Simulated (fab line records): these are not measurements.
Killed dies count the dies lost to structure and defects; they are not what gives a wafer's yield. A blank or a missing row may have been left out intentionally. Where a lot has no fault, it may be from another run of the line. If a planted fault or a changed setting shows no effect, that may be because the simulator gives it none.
Chamber matching	flow nand-harc	NHARC_P_M1_CMP_23 on cmp-04 has 4 sister chambers
The step polishes, t overpolish 20 s, target thk 157.82 nm. 7 wafers are shown with their chamber, then 7 later ones without.

WAFERS, EACH WITH ITS CHAMBER
wafer	chamber	motor-current-A (A)	time-to-endpoint-s (s)
L082.1	1	9.2	29.2
L086.2	1	9.5	30.3
L089.3	3	11.5	28.9
L089.4	2	11.5	25.9
L092.2	3	12.1	28.0
L092.4	0	9.7	27.8
L093.1	0	9.7	27.7

WAFERS WHOSE CHAMBER IS MISSING
wafer	motor-current-A (A)	time-to-endpoint-s (s)
L093.2	10.2	28.9
L093.4	11.9	25.5
L094.1	10.7	28.1
L094.2	11.9	26.9
L094.4	10.1	28.1
L097.2	10.1	27.5
L097.4	12.2	27.0

CHAMBER TAKEN BY EACH
wafer	from the rows above	in truth
L093.2	can't be placed: 0 or 1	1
L093.4	2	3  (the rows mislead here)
L094.1	can't be placed: 0 or 3 or 2 or 1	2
L094.2	can't be placed: 2 or 3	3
L094.4	0	0
L097.2	0	0
L097.4	can't be placed: 3 or 2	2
Correct placement for 2 of the 7. Can't be placed from these rows: 4 (the true chamber is among the candidates in 4). Placed wrongly: 1.
How it was worked out, from the rows above alone: a wafer's distance from a chamber is the root of the sum, over the readings, of the square of ((its reading less the chamber's mean) divided by the reading's scatter). The wafer belongs to the nearest chamber; if the next one is less than 2 further off, it can't be placed. The mean given for a chamber averages the wafers shown for that chamber. The scatter: take each reading less its chamber's mean, square it, sum over the shown wafers, divide by the number of wafers less the number of chambers, and take the root.
